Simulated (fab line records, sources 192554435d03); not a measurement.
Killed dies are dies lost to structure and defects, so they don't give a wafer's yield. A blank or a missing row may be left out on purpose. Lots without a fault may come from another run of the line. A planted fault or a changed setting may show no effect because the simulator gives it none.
Which tool did it? | flow n5_finfet | 9 lots, 27 wafers sampled, at 7 steps of a route of 1938

WHAT THE GAUGES READ, wafer by wafer
N5_BEOL_M10_INSPECT_13: inspects for defects (brightfield). Usual: raw_defect_count 413, standard deviation 87.
lot  | measured     | on                | raw_defect_count | flag
L430 | day 10 09:50 | defect_inspect-02 | 365 437 374      |
L438 | day 12 07:06 | defect_inspect-02 | 442 460 361      |
L439 | day 12 15:34 | defect_inspect-02 | 492 525 518      |
L440 | day 13 08:28 | defect_inspect-01 | 270 448 386      |
L444 | day 13 18:13 | defect_inspect-02 | 446 494 434      |
L446 | day 13 21:32 | defect_inspect-02 | 358 489 582      |
L447 | day 14 20:39 | defect_inspect-02 | 565 397 557      |
L452 | day 16 04:19 | defect_inspect-01 | 351 263 487      |
L450 | day 16 04:41 | defect_inspect-01 | 365 277 469      |

N5_BEOL_M10_INSPECT_30: inspects for defects (brightfield). Usual: raw_defect_count 418, standard deviation 87.
lot  | measured     | on                | raw_defect_count | flag
L430 | day 10 11:32 | defect_inspect-02 | 353 405 374      |
L438 | day 12 09:43 | defect_inspect-01 | 410 459 347      |
L439 | day 12 17:59 | defect_inspect-02 | 479 544 510      |
L440 | day 13 11:16 | defect_inspect-01 | 278 452 393      |
L444 | day 13 20:35 | defect_inspect-01 | 452 505 433      |
L446 | day 13 23:10 | defect_inspect-02 | 351 495 582      |
L447 | day 14 22:54 | defect_inspect-02 | 564 409 567      |
L452 | day 16 07:16 | defect_inspect-02 | 368 252 535      |
L450 | day 16 07:26 | defect_inspect-01 | 356 312 533      |

N5_BEOL_M10_OCD_MEAS_38. Usual: trench_depth_nm 149.8 nm, standard deviation 2.7.
lot  | measured     | on     | trench_depth_nm (nm) | flag
L430 | day 10 12:24 | ocd-02 | 147.0 149.4 149.1    |
L438 | day 12 10:14 | ocd-01 | 146.3 148.3 148.9    |
L439 | day 12 18:31 | ocd-01 | 131.3 148.9 151.5    |
L440 | day 13 11:48 | ocd-01 | 151.3 154.5 132.8    |
L444 | day 13 21:07 | ocd-02 | 149.4 147.8 152.7    |
L446 | day 13 23:41 | ocd-01 | 151.1 147.8 149.1    |
L447 | day 15 01:06 | ocd-01 | 152.6 151.2 152.6    |
L452 | day 16 08:24 | ocd-01 | 152.2 152.1 150.5    |
L450 | day 16 08:32 | ocd-02 | 154.2 150.7 156.7    |

N5_BEOL_M10_THK_MEAS_53: measures by xrf. Usual: M10_THK 142.8 nm, standard deviation 2.8.
lot  | measured     | on            | M10_THK (nm)      | flag
L430 | day 10 15:38 | film_metro-01 | 142.2 142.9 141.9 |
L438 | day 12 13:22 | film_metro-01 | 139.6 144.8 142.6 |
L439 | day 12 20:37 | film_metro-02 | 124.4 142.0 144.1 |
L440 | day 13 13:59 | film_metro-02 | 143.8 148.0 125.2 |
L444 | day 14 00:07 | film_metro-02 | 142.4 139.9 144.1 |
L446 | day 14 02:48 | film_metro-01 | 143.4 140.5 141.9 |
L447 | day 15 03:14 | film_metro-01 | 142.8 141.5 145.8 |
L452 | day 16 10:46 | film_metro-01 | 147.5 146.9 145.8 |
L450 | day 16 10:51 | film_metro-02 | 146.0 143.3 149.5 |

N5_BEOL_M10_RS_MEAS_57: measures by four-point-probe. Usual: M10_RS 0.150 ohm/sq, standard deviation 0.0034.
lot  | measured     | on            | M10_RS (ohm/sq)   | flag
L430 | day 10 15:47 | film_metro-01 | 0.151 0.151 0.151 |
L438 | day 12 13:31 | film_metro-01 | 0.155 0.149 0.151 |
L439 | day 12 20:44 | film_metro-02 | 0.174 0.149 0.148 |
L440 | day 13 14:07 | film_metro-01 | 0.149 0.143 0.174 |
L444 | day 14 00:14 | film_metro-02 | 0.150 0.153 0.148 |
L446 | day 14 02:56 | film_metro-01 | 0.149 0.153 0.151 |
L447 | day 15 03:22 | film_metro-02 | 0.151 0.152 0.147 |
L452 | day 16 10:55 | film_metro-02 | 0.146 0.146 0.148 |
L450 | day 16 10:59 | film_metro-02 | 0.146 0.149 0.142 |

WHICH TOOL RAN EACH LOT (tool, then ch and the chambers of the sampled wafers, then the start)
lot  | N5_BEOL_M10_TRENCH_ETCH_37         | N5_BEOL_M10_PRE_CLEAN_45
L430 | rie_diel-04 ch 0,1,3, day 10 12:13 | pvd_sputter-02, day 10 13:32
L438 | rie_diel-05 ch 0,1,2, day 12 10:04 | pvd_sputter-03, day 12 11:09
L439 | rie_diel-05 ch 0,1,2, day 12 18:19 | pvd_sputter-03, day 12 19:09
L440 | rie_diel-05 ch 0,2,3, day 13 11:37 | pvd_sputter-01, day 13 12:23
L444 | rie_diel-06 ch 0,1,2, day 13 20:56 | pvd_sputter-02, day 13 21:43
L446 | rie_diel-04 ch 0,1,3, day 13 23:30 | pvd_sputter-03, day 14 00:29
L447 | rie_diel-06 ch 2,3, day 15 00:55   | pvd_sputter-01, day 15 01:54
L452 | rie_diel-06 ch 2,3, day 16 08:13   | pvd_sputter-01, day 16 09:08
L450 | rie_diel-05 ch 0,1,3, day 16 08:21 | pvd_sputter-03, day 16 09:17
- N5_BEOL_M10_TRENCH_ETCH_37: etches SiCOH lowk in C4F6/O2, target depth 148.83 nm, time 48 s.
- N5_BEOL_M10_PRE_CLEAN_45: time 30 s.

WHAT THE TOOLS THEMSELVES READ (means of the sampled wafers that have a number; where no wafer has one, the mark that the record gives instead)
N5_BEOL_M10_TRENCH_ETCH_37. Usual: bias_w 185.1 W, standard deviation 0.49; drypump_motor_current_A 5.7 A, standard deviation 0.52; oes_f_703_au 0.79 a.u., standard deviation 0.086; oes_o_777_au 0.79 a.u., standard deviation 0.084; oes_product_au 0.78 a.u., standard deviation 0.091; rf_fwd_power_W 341.2 W, standard deviation 1.7; rf_vpp_V 664 V, standard deviation 14; showerhead_plenum_p_Torr 2.80 Torr, standard deviation 0.1; throttle_valve_pct 21.01 %, standard deviation 0.21.
lot  | tool        | bias_w (W) | drypump_motor_current_A (A) | oes_f_703_au (a.u.) | oes_o_777_au (a.u.) | oes_product_au (a.u.) | rf_fwd_power_W (W) | rf_vpp_V (V) | showerhead_plenum_p_Torr (Torr) | throttle_valve_pct (%) | flag
L430 | rie_diel-04 | 185.1      | 5.6                         | 0.78                | 0.78                | 0.76                  | 340.8              | 654          | 2.86                            | 21.19                  |
L438 | rie_diel-05 | 184.9      | 6.1                         | 0.74                | 0.74                | 0.73                  | 339.9              | 669          | 2.76                            | 21.05                  |
L439 | rie_diel-05 | 185.1      | 6.1                         | 0.67                | 0.68                | 0.71                  | 311.5              | 701          | 2.76                            | 21.04                  | OFF
L440 | rie_diel-05 | 184.9      | 5.9                         | 0.67                | 0.68                | 0.72                  | 312.6              | 713          | 2.81                            | 21.02                  | OFF
L444 | rie_diel-06 | 185.1      | 5.9                         | 0.82                | 0.82                | 0.82                  | 341.9              | 660          | 2.75                            | 20.88                  |
L446 | rie_diel-04 | 185.1      | 5.6                         | 0.76                | 0.76                | 0.74                  | 340.6              | 655          | 2.85                            | 21.24                  |
L447 | rie_diel-06 | 185.1      | 5.3                         | 0.83                | 0.83                | 0.83                  | 342.1              | 668          | 2.80                            | 20.77                  |
L452 | rie_diel-06 | 185.2      | 5.4                         | 0.82                | 0.83                | 0.82                  | 342.0              | 668          | 2.82                            | 20.71                  |
L450 | rie_diel-05 | 185.0      | 5.8                         | 0.90                | 0.90                | 0.89                  | 340.6              | 666          | 2.86                            | 20.97                  |

N5_BEOL_M10_PRE_CLEAN_45. Usual: heater_power_w 349 W, standard deviation 23.
lot  | tool           | heater_power_w (W) | flag
L430 | pvd_sputter-02 | 363                |
L438 | pvd_sputter-03 | 336                |
L439 | pvd_sputter-03 | 338                |
L440 | pvd_sputter-01 | 338                |
L444 | pvd_sputter-02 | 359                |
L446 | pvd_sputter-03 | 331                |
L447 | pvd_sputter-01 | 344                |
L452 | pvd_sputter-01 | 348                |
L450 | pvd_sputter-03 | 361                |

THE ANSWER, worked out from the rows above alone
Rule: a lot is off if the mean of its wafers that have a number lies more than 3 standard deviations from the usual mean. A lot without any number at a reading at which 4 lots or more have one is off too. The other lots that the step has rows for count as sound. The gauges are gone through in route order, then the tools' own readings, and for those a lot's mean is taken as printed above. The first step at which some lot is off is used, and at that step the reading that is off furthest; a lot without a number counts as furthest.
Off: L439, L440, at N5_BEOL_M10_TRENCH_ETCH_37 (rf_fwd_power_W).
A tool fits if, at that step or a process step before it, it ran every lot that is off, and no sound lot after the first of them. None of those tried fits.

WHAT THE SIMULATOR HAD PUT IN
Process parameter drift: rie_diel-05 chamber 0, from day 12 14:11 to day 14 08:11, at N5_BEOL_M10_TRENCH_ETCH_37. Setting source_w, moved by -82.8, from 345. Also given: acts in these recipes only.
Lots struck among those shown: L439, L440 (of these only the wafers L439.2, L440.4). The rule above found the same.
